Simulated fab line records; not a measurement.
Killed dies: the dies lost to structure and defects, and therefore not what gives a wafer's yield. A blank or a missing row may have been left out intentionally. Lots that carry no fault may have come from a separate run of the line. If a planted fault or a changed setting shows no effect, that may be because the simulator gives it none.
Matching of chambers    flow nand_harc    4 sister chambers for NHARC_A_M0_CMP_23 on cmp-01
The step polishes, t overpolish 20 s, target thk 113.75 nm. 20 wafers are shown with their chamber, then 10 later ones without.

== WAFERS, EACH WITH ITS CHAMBER ==
wafer   chamber  motor_current_A (A)  time_to_endpoint_s (s)  slurry_filter_dp_kPa (kPa)
L074.1  2        12.3                 23                      13.16
L074.2  3        11.3                 23                      13.34
L074.6  3        11.4                 24                      13.64
L078.1  0        11.1                 27                      13.41
L078.2  3        10.8                 26                      13.65
L078.6  1        10.4                 33                      13.56
L080.1  0        11.4                 23                      13.71
L080.2  1        10.3                 30                      13.61
L080.6  3        11.9                 23                      13.39
L082.3  1        9.9                  32                      13.60
L082.4  3        11.7                 26                      13.40
L082.5  3        11.6                 26                      13.63
L083.3  2        11.8                 26                      13.53
L083.4  1        9.9                  31                      13.39
L083.6  2        11.9                 23                      13.43
L087.1  2        11.9                 25                      13.54
L087.2  0        11.5                 23                      13.48
L087.3  1        10.3                 30                      13.73
L086.1  2        11.7                 27                      13.35
L086.3  0        11.1                 23                      13.35

SIGNATURES (means of the wafers above)
reading               chamber 0  chamber 1  chamber 2  chamber 3  scatter within a chamber
motor_current_A       11.275     10.160     11.920     11.450     0.285
time_to_endpoint_s    24.00      31.20      24.80      24.67      1.64
slurry_filter_dp_kPa  13.4875    13.5780    13.4020    13.5083    0.145
Rule: a wafer's distance from a chamber is the root of the sum, over the readings, of the square of ((its reading less the chamber's mean) divided by the reading's scatter). The wafer belongs to the nearest chamber; if the next one is less than 2 further off, it can't be placed. The scatter: take each reading less its chamber's mean, square it, sum over the shown wafers, divide by the number of wafers less the number of chambers, and take the root.

== WAFERS MISSING THEIR CHAMBER ==
wafer   motor_current_A (A)  time_to_endpoint_s (s)  slurry_filter_dp_kPa (kPa)
L086.4  10.5                 34                      13.82
L088.2  11.1                 25                      13.62
L088.5  11.2                 28                      13.60
L088.6  9.7                  33                      13.57
L092.2  11.4                 25                      13.69
L092.4  12.3                 28                      13.52
L092.6  10.8                 26                      13.54
L096.1  11.5                 28                      13.50
L096.4  11.1                 23                      13.43
L096.6  11.8                 24                      13.58

== THE CHAMBER EACH PASSED THROUGH ==
wafer   from the rows above                in truth
L086.4  1                                  1
L088.2  can't be placed: 0 or 3 or 2       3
L088.5  can't be placed: 3 or 0 or 2 or 1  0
L088.6  1                                  1
L092.2  can't be placed: 3 or 0 or 2       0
L092.4  can't be placed: 2 or 3 or 0       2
L092.6  can't be placed: 0 or 3 or 1       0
L096.1  can't be placed: 3 or 2 or 0       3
L096.4  can't be placed: 0 or 3            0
L096.6  can't be placed: 2 or 3 or 0       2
2 of 10 placed correctly. Can't be placed from these rows: 8 (the true chamber is among the candidates in 8). Number placed wrongly: 0.
